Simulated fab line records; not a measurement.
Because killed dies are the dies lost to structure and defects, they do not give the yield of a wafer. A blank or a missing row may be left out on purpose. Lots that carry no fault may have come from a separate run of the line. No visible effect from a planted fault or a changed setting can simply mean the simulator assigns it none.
Comparing a struck lot with a sound one	flow n5Finfet	16 out of 1938 route steps
Sound: these wafers, L466.1, L466.2, L466.6. The struck wafers were L477.1, L477.3, L477.5. At the end, the cause is stated.
For every step that has rows: the tool of each side, followed by ch and its chambers, followed by its first start. Under that, the readings that differ: sound wafers	struck wafers	difference of the means	sigmas: that difference in standard deviations of wafers without a fault.
alike: words and numbers the same on both sides, and readings whose means are apart by under 2 such deviations; not compared: readings that were withheld, readings missing a value for some wafer, numbers with overlapping values and no deviation given by the record, and bounds like >300 which may hide the same value.
The two part at a step that has a row with sigmas, a row that says differs or no value, or rows on one side only. When numbers do not overlap yet have no deviation, they are printed without sigmas and do not part them. A reading missing from all wafers of one side parts the sides only when that side holds two or more wafers.

first, 3 steps without rows for these wafers: N5_FIN_CUT_PRECLEAN_36 (cleans in O3/DIW, time 60 s); N5_FIN_CUT_SRD_32 (time 30 s); N5_FIN_CUT_UV_OZONE_34 (time 120 s).
N5_FIN_CUT_INSPECT_17: inspects for defects (brightfield).
  sound on defectInspect-01, day 2 15:54; struck on defectInspect-02, day 5 11:23
  alike: rawDefectCount
N5_STI_FIN_REVEAL_ALD_00: deposits SiO2, target thk 1 nm, pulse time 1 s.
  sound on aldSin-03 ch 2,3, day 2 15:56; struck on aldSin-01 ch 1,2,3, day 5 11:25
  alike: heaterPowerW, precursorPulseHeightRel
N5_STI_FIN_REVEAL_ALD_14: deposits Si3N4, target thk 3 nm.
  sound on aldSin-03 ch 2,3, day 2 15:59; struck on aldSin-01 ch 1,2,3, day 5 11:28
  alike: heaterPowerW
then, 2 steps without rows for these wafers: N5_STI_FIN_REVEAL_FCVD_FILL_01 (material SiO2 flowable, target thk 312 nm, time 512.2 s); N5_STI_FIN_REVEAL_DENSIFY_02 (time 1800 s).
N5_STI_FIN_REVEAL_CMP_04: polishes, stops on Si3N4, t overpolish 4 s, target thk 131.83 nm.
  sound on cmp-03 ch 1,2,3, day 2 21:07; struck on cmp-04 ch 1,2,3, day 5 16:31
  alike: motorCurrentA, overpolishRunS, timeToEndpointS
N5_STI_FIN_REVEAL_THK_MEAS_05:
  sound on filmMetro-02, day 2 21:20; struck on filmMetro-02, day 5 16:49
  alike: thkNm
N5_STI_FIN_REVEAL_DENSIFY_30:
  sound on rtpAnneal-02 ch 0, day 2 21:28; struck on rtpAnneal-02 ch 0, day 5 16:50
  alike: lampPowerPct, lamp_zone_6_pct
  not compared: wafer_temp_C_max
N5_STI_FIN_REVEAL_ETCHBACK_08: etches SiO2 in C4F6/O2, target depth 30.5 nm, time 10.167 s.
  sound on rieDiel-06 ch 0,1,2, day 2 21:43; struck on rieDiel-06 ch 1,2,3, day 5 17:19
  alike: drypumpMotorCurrentA, oesProductAu, rfVppV, showerheadPlenumPTorr, throttleValvePct
  not compared: rfHoursCounterH
N5_STI_FIN_REVEAL_STRIP_24: strips in N2/H2, time 90 s.
  sound on rieDiel-06 ch 0,1,2, day 2 21:45; struck on rieDiel-06 ch 1,2,3, day 5 17:21
  no value came back on the struck wafers for any of 7 readings (biasPowerW (W), chamberPressureMTorr (mTorr) and others); on the sound wafers biasPowerW (W) reads 3.017 2.997 2.998
  not compared: rfHoursCounterH
then, 1 step without rows for these wafers: N5_STI_FIN_REVEAL_PRECLEAN_25 (cleans in SPM, time 90 s).
-- the record jumps here: 6 days lie between the struck wafers' starts before and after (it left off in module STI_FIN_REVEAL and takes up again in module BEOL_M4, whose first step shown is number 1111 of the route) --
N5_BEOL_M4_RC_MEAS_101:
  sound on prober-01 ch 0, day 8 15:02; struck on prober-02 ch 0, day 11 05:36
  alike: DIBL_N, DIBL_P, IOFF_N, IOFF_P, ION_N, ION_P, SS_N, SS_P, VT_N, VT_P
-- here the record skips 4 days between the struck wafers' starts before and after, leaving off in module BEOL_M4 and picking up in module PASSIVATION (first step shown: number 1936 of the route) --
N5_PASSIVATION_PROBE_49:
  sound on prober-02, day 12 15:39; struck on prober-01, day 15 09:26
  alike: defectLimitedYield, killed_at_M0_to_M3, killed_at_M4_up, killedAtContacts, killedAtFrontEnd, killedAtOther, killedDies, killedOpen, killedShort, sort_bin_4_leakage, sort_bin_5_function, sort_bin_6_memory, sort_bin_8_speed, sortNPass, sortYieldPct

WHERE THEY PART
Only at N5_STI_FIN_REVEAL_STRIP_24, within this record. Later steps at which nothing parts them and some readings are alike: N5_BEOL_M4_RC_MEAS_101, N5_PASSIVATION_PROBE_49.

WHY: what the simulator had put in
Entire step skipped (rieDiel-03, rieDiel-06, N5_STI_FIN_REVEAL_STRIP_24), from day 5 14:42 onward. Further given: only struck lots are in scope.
